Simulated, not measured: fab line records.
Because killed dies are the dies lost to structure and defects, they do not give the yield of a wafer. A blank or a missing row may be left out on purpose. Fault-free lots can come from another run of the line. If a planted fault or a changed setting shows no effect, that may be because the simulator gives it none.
fab line records -- flow nand-harc
record lots=12, wafers=36, last-day=32
route steps=1302 shown A_ONON_D2@547 A_BONDPAD@1216 END@1301
lots with no fault: from the same line, run without faults
start-h: hours from the record's first day to the start of the lot's first wafer shown -- wait-h: hours elapsed since this lot's preceding step -- " as in the row above -- L1.1+2: one row covering several wafers at once -- - either no value or no given start -- * or withheld: withheld -- < > ~ a bound
route shown NAME@n: NAME is a module with steps in the file, n the number in the route of the first one -- usual: mean/standard deviation taken from wafers without a fault -- same: alike in all rows -- chamber/n: place in a boat -- sites: each site's reading -- _std_site: standard deviation of those values -- _edge_site: the outer-site mean with the inner-site mean subtracted -- radius-mm: for every site, how far away it sits from the centre of the wafer -- mask NAME#n: copy n -- behind: the last tool/chamber to shape the wafer -- hold: the reason the lot was held/the length of the hold in hours/how it ended -- device: names the non-switching transistor (n, p or np) -- end of line: at the end of the route, the tests of the same wafers -- step lacking rows: just its recipe -- killed: dies lost to structure and defects at the first sort, not the wafer's yield -- map: a wafer's dies, marking killed ones x, the rest . and places with no die _
set.NAME: the run value of the setting; set.NAME@STEP: its run value at that earlier step -- model.NAME: the simulator's own value behind a step, which no gauge read
route steps across a sampled set of lots; one table per step, one row per wafer
services: the hour from which a tool's chamber was out of use, counted from the record's first day as start-h (under 0 if before that day), plus the number of hours and why
## steps
# step NHARC_A_ONON_D2_DEP_03
# recipe target-thk-a=10000, n2-flow-sccm=2750, n2o-flow-sccm=2000, nh3-flow-sccm=500, sih4-flow-sccm=210, temp-c=400
lot.wafer,tool,chamber,start-h,wait-h
L481.1+2+3,pecvd-onon-04,0,274.13,0.1
L482.1+2+4,pecvd-onon-04,0,284.48,0.2
L484.1+2+3,pecvd-onon-04,0,298.20,0.1
L485.1+4+5,pecvd-onon-01,0,312.50,0.1
L487.1+2+4,pecvd-onon-03,0,331.27,0.1
L492.2+3+4,pecvd-onon-01,0,374.51,0.1
L491.2+4+6,pecvd-onon-04,0,374.86,0.1
L493.2+3+5,pecvd-onon-01,0,402.63,0.1
L494.2+3+4,pecvd-onon-03,0,402.64,0.1
L498.1+3+4,pecvd-onon-04,0,442.66,0.1
L500.1+3+5,pecvd-onon-04,0,464.34,0.1
L501.3+4+5,pecvd-onon-04,0,484.19,0.2
# step NHARC_A_BONDPAD_OVL_MEAS_35
# usual overlay-x-nm=0/5.6, overlay-y-nm=0/5.3
lot.wafer,tool,chamber,start-h,wait-h,overlay-x-nm,overlay-y-nm
L481.1,overlay-01,-,534.89,-,-3,6
L481.2,overlay-01,-,534.89,-,-3,6
L481.3,overlay-01,-,534.89,-,-3,6
L482.1,overlay-01,-,536.98,-,4,1
L482.2,overlay-01,-,536.98,-,4,1
L482.4,overlay-01,-,536.98,-,4,1
L484.1,overlay-01,-,554.85,-,5,-6
L484.2,overlay-01,-,554.85,-,5,-7
L484.3,overlay-01,-,554.85,-,5,-6
L485.1,overlay-02,-,566.00,-,1,-2
L485.4,overlay-02,-,566.00,-,1,-2
L485.5,overlay-02,-,566.00,-,1,-2
L487.1,overlay-01,-,589.77,-,5,-2
L487.2,overlay-01,-,589.77,-,5,-2
L487.4,overlay-01,-,589.77,-,5,-1
L491.2,overlay-02,-,623.70,-,5,-2
L491.4,overlay-02,-,623.70,-,5,-1
L491.6,overlay-02,-,623.70,-,6,-1
L492.2,overlay-02,-,633.21,-,-3,-3
L492.3,overlay-02,-,633.21,-,-3,-3
L492.4,overlay-02,-,633.21,-,-4,-4
L493.2,overlay-01,-,658.05,-,13,2
L493.3,overlay-01,-,658.05,-,13,1
L493.5,overlay-01,-,658.05,-,13,3
L494.2,overlay-01,-,660.77,-,7,9
L494.3,overlay-01,-,660.77,-,7,9
L494.4,overlay-01,-,660.77,-,7,10
L498.1,overlay-02,-,709.42,-,-8,6
L498.3,overlay-02,-,709.42,-,-8,6
L498.4,overlay-02,-,709.42,-,-8,6
L500.1,overlay-01,-,725.18,-,-1,-5
L500.3,overlay-01,-,725.18,-,-1,-4
L500.5,overlay-01,-,725.18,-,0,-4
L501.3,overlay-02,-,729.21,-,3,-2
L501.4,overlay-02,-,729.21,-,3,-2
L501.5,overlay-02,-,729.21,-,3,-3
# step NHARC_A_BONDPAD_DEGAS_25
# recipe temp-c=300, time-s=60
# usual heater-power-w=467/50
lot.wafer,tool,chamber,start-h,wait-h,heater-power-w
L481.3,pvd-sputter-01,-,535.99,-,478
L481.1,pvd-sputter-01,-,535.99,-,433
L481.2,pvd-sputter-01,-,535.99,-,585
L482.1,pvd-sputter-01,-,538.52,-,482
L482.4,pvd-sputter-01,-,538.52,-,424
L482.2,pvd-sputter-01,-,538.52,-,597
L484.2,pvd-sputter-02,-,555.93,-,419
L484.3,pvd-sputter-02,-,555.93,-,480
L484.1,pvd-sputter-02,-,555.93,-,524
L485.4,pvd-sputter-02,-,567.08,-,517
L485.1,pvd-sputter-02,-,567.08,-,491
L485.5,pvd-sputter-02,-,567.08,-,417
L487.4,pvd-sputter-02,-,590.85,-,407
L487.1,pvd-sputter-02,-,590.85,-,471
L487.2,pvd-sputter-02,-,590.85,-,509
L491.2,pvd-sputter-01,-,624.78,-,418
L491.4,pvd-sputter-01,-,624.78,-,598
L491.6,pvd-sputter-01,-,624.78,-,416
L492.4,pvd-sputter-02,-,634.28,-,516
L492.3,pvd-sputter-02,-,634.28,-,486
L492.2,pvd-sputter-02,-,634.28,-,406
L493.2,pvd-sputter-03,-,659.12,-,420
L493.3,pvd-sputter-03,-,659.12,-,440
L493.5,pvd-sputter-03,-,659.12,-,442
L494.2,pvd-sputter-03,-,661.84,-,487
L494.4,pvd-sputter-03,-,661.84,-,431
L494.3,pvd-sputter-03,-,661.84,-,460
L498.1,pvd-sputter-02,-,710.49,-,464
L498.3,pvd-sputter-02,-,710.49,-,511
L498.4,pvd-sputter-02,-,710.49,-,484
L500.3,pvd-sputter-02,-,726.43,-,470
L500.1,pvd-sputter-02,-,726.43,-,477
L500.5,pvd-sputter-02,-,726.43,-,467
L501.4,pvd-sputter-02,-,730.27,-,483
L501.3,pvd-sputter-02,-,730.27,-,468
L501.5,pvd-sputter-02,-,730.27,-,484
# step NHARC_END_WLT_00
# usual VT_DECK1_BOTTOM=0.869/0.0088, VT_DECK1_BOTTOM_INNER=0.868/0.0085, VT_DECK1_MEDIAN_NEAR_BOTTOM=0.869/0.009, VT_DECK1_MEDIAN_NEAR_BOTTOM_INNER=0.869/0.0097, VT_DECK1_MIDDLE=0.881/0.008, VT_DECK1_MIDDLE_INNER=0.880/0.008, VT_DECK1_TOP=0.892/0.0082, VT_DECK1_TOP_INNER=0.892/0.0087, VT_DECK2_BOTTOM=0.873/0.0067, VT_DECK2_BOTTOM_INNER=0.874/0.0073, VT_DECK2_MEDIAN_NEAR_BOTTOM=0.874/0.0068, VT_DECK2_MEDIAN_NEAR_BOTTOM_INNER=0.875/0.0072, VT_DECK2_MIDDLE=0.886/0.0071, VT_DECK2_MIDDLE_INNER=0.887/0.0074, VT_DECK2_TOP=0.898/0.0068, VT_DECK2_TOP_INNER=0.898/0.0078
lot.wafer,tool,chamber,start-h,wait-h,VT_DECK1_BOTTOM,VT_DECK1_BOTTOM_INNER,VT_DECK1_MEDIAN_NEAR_BOTTOM,VT_DECK1_MEDIAN_NEAR_BOTTOM_INNER,VT_DECK1_MIDDLE,VT_DECK1_MIDDLE_INNER,VT_DECK1_TOP,VT_DECK1_TOP_INNER,VT_DECK2_BOTTOM,VT_DECK2_BOTTOM_INNER,VT_DECK2_MEDIAN_NEAR_BOTTOM,VT_DECK2_MEDIAN_NEAR_BOTTOM_INNER,VT_DECK2_MIDDLE,VT_DECK2_MIDDLE_INNER,VT_DECK2_TOP,VT_DECK2_TOP_INNER
L482.1,prober-01,-,562.63,0.0,0.861,0.856,0.860,0.853,0.881,0.873,0.882,0.880,0.880,0.881,0.881,0.879,0.895,0.894,0.902,0.906
L482.2,prober-01,-,562.63,0.0,0.861,0.870,0.861,0.867,0.882,0.880,0.883,0.880,0.882,0.876,0.881,0.876,0.890,0.896,0.906,0.901
L482.4,prober-01,-,564.13,1.5,0.863,0.861,0.862,0.865,0.875,0.881,0.881,0.877,0.877,0.881,0.878,0.880,0.894,0.885,0.898,0.904
L481.1,prober-02,-,562.65,0.1,0.874,0.855,0.865,0.866,0.877,0.881,0.892,0.881,0.863,0.864,0.862,0.868,0.878,0.871,0.884,0.891
L481.2,prober-02,-,562.65,0.1,0.858,0.861,0.864,0.857,0.879,0.866,0.889,0.894,0.857,0.860,0.860,0.864,0.882,0.865,0.894,0.888
L481.3,prober-02,-,562.65,0.1,0.873,0.871,0.871,0.871,0.881,0.876,0.894,0.886,0.866,0.866,0.861,0.865,0.876,0.876,0.890,0.891
L484.1,prober-01,-,582.82,0.0,0.875,0.875,0.876,0.880,0.891,0.877,0.893,0.891,0.868,0.872,0.883,0.875,0.891,0.891,0.902,0.907
L484.2,prober-01,-,582.82,0.0,0.882,0.882,0.873,0.876,0.887,0.887,0.891,0.901,0.876,0.869,0.879,0.880,0.888,0.893,0.898,0.899
L484.3,prober-01,-,582.82,0.0,0.878,0.875,0.874,0.877,0.890,0.886,0.897,0.893,0.869,0.881,0.879,0.871,0.884,0.889,0.907,0.895
L485.1,prober-02,-,596.23,0.1,0.856,0.857,0.861,0.854,0.869,0.870,0.879,0.880,0.874,0.886,0.873,0.884,0.893,0.898,0.908,0.909
L485.4,prober-02,-,597.74,1.6,0.859,0.861,0.858,0.847,0.870,0.874,0.877,0.878,0.877,0.882,0.873,0.874,0.887,0.885,0.897,0.901
L485.5,prober-02,-,597.74,1.6,0.864,0.852,0.856,0.861,0.874,0.860,0.881,0.878,0.879,0.881,0.884,0.882,0.891,0.894,0.903,0.904
L487.1,prober-02,-,616.48,0.1,0.857,0.863,0.857,0.854,0.875,0.869,0.886,0.883,0.869,0.856,0.875,0.870,0.880,0.881,0.888,0.888
L487.2,prober-02,-,616.48,0.1,0.854,0.857,0.856,0.852,0.872,0.867,0.888,0.877,0.864,0.868,0.867,0.868,0.874,0.872,0.892,0.880
L487.4,prober-02,-,616.48,0.1,0.852,0.853,0.846,0.848,0.865,0.873,0.881,0.886,0.869,0.863,0.871,0.863,0.878,0.880,0.893,0.897
L491.2,prober-02,-,653.21,0.6,0.865,0.861,0.859,0.864,0.878,0.882,0.893,0.888,0.871,0.880,0.875,0.872,0.879,0.888,0.896,0.898
L491.4,prober-02,-,653.21,0.6,0.854,0.857,0.856,0.856,0.882,0.876,0.891,0.890,0.875,0.877,0.877,0.884,0.891,0.873,0.895,0.897
L491.6,prober-02,-,653.21,0.6,0.858,0.860,0.869,0.860,0.877,0.887,0.886,0.887,0.872,0.872,0.882,0.865,0.895,0.887,0.891,0.901
L492.2,prober-02,-,662.63,0.6,0.865,0.866,0.878,0.860,0.871,0.876,0.890,0.886,0.862,0.869,0.874,0.866,0.887,0.890,0.895,0.899
L492.3,prober-02,-,662.63,0.6,0.871,0.868,0.864,0.867,0.874,0.875,0.887,0.888,0.877,0.878,0.874,0.873,0.892,0.887,0.899,0.895
L492.4,prober-02,-,662.63,0.6,0.869,0.873,0.877,0.871,0.878,0.873,0.889,0.888,0.871,0.868,0.870,0.870,0.886,0.891,0.892,0.893
L494.2,prober-01,-,685.44,0.5,0.867,0.872,0.863,0.874,0.884,0.883,0.901,0.898,0.865,0.869,0.871,0.870,0.890,0.881,0.893,0.889
L494.3,prober-01,-,685.44,0.5,0.868,0.881,0.867,0.872,0.889,0.893,0.898,0.902,0.872,0.880,0.869,0.871,0.879,0.886,0.890,0.894
L494.4,prober-01,-,685.44,0.5,0.861,0.875,0.866,0.875,0.888,0.889,0.901,0.896,0.874,0.876,0.866,0.872,0.882,0.881,0.897,0.887
L493.2,prober-02,-,685.46,0.6,0.884,0.878,0.878,0.878,0.881,0.885,0.900,0.898,0.864,0.860,0.876,0.867,0.877,0.875,0.886,0.892
L493.3,prober-02,-,685.46,0.6,0.874,0.877,0.883,0.886,0.890,0.884,0.898,0.905,0.871,0.870,0.872,0.869,0.870,0.879,0.882,0.881
L493.5,prober-02,-,685.46,0.6,0.881,0.879,0.880,0.872,0.892,0.893,0.894,0.907,0.861,0.860,0.870,0.866,0.882,0.876,0.892,0.877
L498.1,prober-01,-,739.23,0.0,0.881,0.876,0.886,0.879,0.892,0.887,0.898,0.904,0.878,0.877,0.879,0.883,0.895,0.887,0.896,0.897
L498.3,prober-01,-,740.23,1.0,0.880,0.874,0.877,0.882,0.892,0.884,0.898,0.904,0.875,0.878,0.881,0.881,0.883,0.897,0.899,0.901
L498.4,prober-01,-,740.23,1.0,0.880,0.875,0.875,0.880,0.891,0.881,0.910,0.897,0.879,0.877,0.878,0.876,0.892,0.886,0.902,0.902
L500.1,prober-01,-,762.21,0.1,0.858,0.854,0.857,0.853,0.872,0.874,0.889,0.884,0.883,0.879,0.886,0.870,0.899,0.896,0.899,0.906
L500.3,prober-01,-,763.21,1.1,0.856,0.855,0.850,0.857,0.872,0.868,0.884,0.889,0.887,0.881,0.877,0.888,0.895,0.897,0.909,0.903
L500.5,prober-01,-,763.21,1.1,0.858,0.860,0.861,0.859,0.868,0.869,0.884,0.889,0.875,0.882,0.878,0.882,0.887,0.893,0.909,0.905
L501.3,prober-02,-,763.24,1.1,0.864,0.860,0.863,0.859,0.866,0.880,0.880,0.883,0.878,0.878,0.871,0.878,0.893,0.888,0.902,0.898
L501.4,prober-02,-,763.24,1.1,0.861,0.862,0.861,0.861,0.876,0.872,0.884,0.878,0.872,0.873,0.877,0.871,0.890,0.890,0.894,0.900
L501.5,prober-02,-,763.24,1.1,0.862,0.859,0.864,0.860,0.871,0.874,0.878,0.887,0.873,0.876,0.878,0.878,0.885,0.891,0.894,0.902
# step NHARC_END_SORT_01
# recipe temp-c=25
# usual killed-at-array=52/17, killed-at-other=0.8/1.1, killed-at-periphery=3.2/2.2, killed-dies=57/17, killed-open=3.4/1.8, killed-short=2.4/1.6
# same gross-dies=677
lot.wafer,tool,chamber,start-h,wait-h,killed-at-array,killed-at-other,killed-at-periphery,killed-dies,killed-open,killed-short
L493.3,prober-02,0,689.56,3.1,58,2,1,61,2,3
L500.1,prober-01,0,765.20,2.5,111,1,2,114,3,1
L500.3,prober-01,0,766.80,3.1,116,0,1,117,0,7
L500.5,prober-01,0,768.39,3.7,111,0,2,113,1,0
L501.3,prober-02,0,766.82,3.1,114,0,0,114,5,2
L501.4,prober-02,0,767.61,3.4,126,2,3,131,4,1
L501.5,prober-02,0,768.39,3.6,126,0,1,127,5,0
# killed by level:class
L493.3 A_SLIT:chamber-film-flake=23 A_CHANNEL_HOLE_D1:chamber-film-flake=12 A_CHANNEL_HOLE_D2:chamber-film-flake=5 A_CONTACT:chamber-film-flake=5 A_STAIRCASE:chamber-film-flake=4 A_SGD_CUT:chamber-film-flake=2 HYBRID_BOND:chamber-film-flake=2 P_CONTACT:geometric-particle:open=1
L500.1 A_ONON_D2:unspecified=75 A_CHANNEL_HOLE_D1:chamber-film-flake=10 A_CONTACT:chamber-film-flake=10 A_STAIRCASE:chamber-film-flake=8 A_SLIT:chamber-film-flake=5 P_GATE:geometric-particle:open=1 A_CHANNEL_HOLE_D2:geometric-particle:open=1 A_CHANNEL_FILL_D2:geometric-particle:short=1
L500.3 A_ONON_D2:unspecified=78 A_CHANNEL_HOLE_D1:chamber-film-flake=18 A_STAIRCASE:chamber-film-flake=5 A_SLIT:chamber-film-flake=4 A_CONTACT:chamber-film-flake=4 A_SGD_CUT:geometric-particle:short=2 P_M1:geometric-particle:short=1 A_ONON_D1:geometric-particle:short=1
L501.3 A_ONON_D2:unspecified=74 A_SLIT:chamber-film-flake=21 A_CHANNEL_HOLE_D1:chamber-film-flake=10 A_WL_FILL:geometric-particle:open=2 A_CONTACT:chamber-film-flake=2 A_CHANNEL_FILL_D1:geometric-particle:short=1 A_CHANNEL_FILL_D2:geometric-particle:short=1 A_CHANNEL_FILL_D2:geometric-particle:open=1
L501.4 A_ONON_D2:unspecified=77 A_SLIT:chamber-film-flake=38 A_CHANNEL_HOLE_D1:chamber-film-flake=8 A_CONTACT:chamber-film-flake=2 P_STI:geometric-particle:open=1 P_GATE:geometric-particle:open=1 P_CONTACT:geometric-particle:open=1 A_M0:geometric-particle:short=1
L500.5 A_ONON_D2:unspecified=77 A_CHANNEL_HOLE_D1:chamber-film-flake=17 A_SLIT:chamber-film-flake=6 A_CONTACT:chamber-film-flake=5 A_STAIRCASE:chamber-film-flake=4 P_STI:chamber-film-flake=2 A_ONON_D2:geometric-particle:open=1 A_WL_FILL:chamber-film-flake=1
L501.5 A_ONON_D2:unspecified=75 A_SLIT:chamber-film-flake=31 A_CHANNEL_HOLE_D1:chamber-film-flake=10 A_CONTACT:chamber-film-flake=5 P_CONTACT:geometric-particle:open=1 A_DECK1_JOINT:geometric-particle:open=1 A_CHANNEL_FILL_D2:geometric-particle:open=1 A_WL_FILL:geometric-particle:open=1
## services
tool,chamber,start-h,hours,kind
pecvd-onon-01,-,269.31,13.0,pm
pvd-sputter-02,-,276.17,1.2,repair
pvd-sputter-02,-,282.08,10.0,pm
pvd-sputter-02,-,292.59,1.7,repair
pecvd-onon-04,-,311.04,13.0,pm
pvd-sputter-03,-,312.77,0.8,repair
pvd-sputter-02,-,317.60,2.1,repair
pvd-sputter-03,-,348.91,10.0,pm
pvd-sputter-01,-,350.29,4.9,repair
pvd-sputter-03,-,400.46,1.8,repair
pvd-sputter-01,-,404.00,10.0,pm
pecvd-onon-03,-,408.25,13.0,pm
pvd-sputter-03,-,422.58,13.1,repair
pecvd-onon-01,-,450.31,13.0,pm
pvd-sputter-02,-,460.08,10.0,pm
pvd-sputter-03,-,474.25,1.0,repair
pecvd-onon-04,-,492.31,13.0,pm
pvd-sputter-01,-,582.00,10.0,pm
pvd-sputter-01,-,600.61,2.0,repair
pecvd-onon-01,-,631.31,13.0,pm
pvd-sputter-02,-,638.08,10.0,pm
pecvd-onon-04,-,673.31,13.0,pm
pvd-sputter-02,-,678.60,5.5,repair
pvd-sputter-01,-,689.95,1.1,repair
## key
first-sign step=NHARC_END_SORT_01, reading=killed-at-array, direction=up, sigmas=3.8, usual=52, struck=117
effect step=NHARC_END_SORT_01, reading=killed-dies, direction=up, sigmas=3.6, usual=57, struck=119
more-kills-born-at NHARC_A_ONON_D2_DEP_03@pecvd-onon-04=456
met-at NHARC_A_ONON_D2_DEP_03
struck-lots L500,L501
tester-left-out L500,L501
not-acting-at NHARC_A_BONDPAD_OVL_MEAS_35,NHARC_A_BONDPAD_DEGAS_25,NHARC_END_WLT_00
onset-between 442.66 464.34
also-fits time
fault kind=chamber-particle-source, tool=pecvd-onon-04, chamber=-, onset-h=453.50, steps=NHARC_A_ONON_D2_DEP_03, rate-per-visit-cm2=0.52779, end-h=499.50
# tester-left-out: of these lots the tester's yield and bins aren't shown, on N5 and GAA mostly nor the transistor test; their killed dies are dies lost to structure and defects alone, not to doping, threshold or leakage, so they don't give the yield
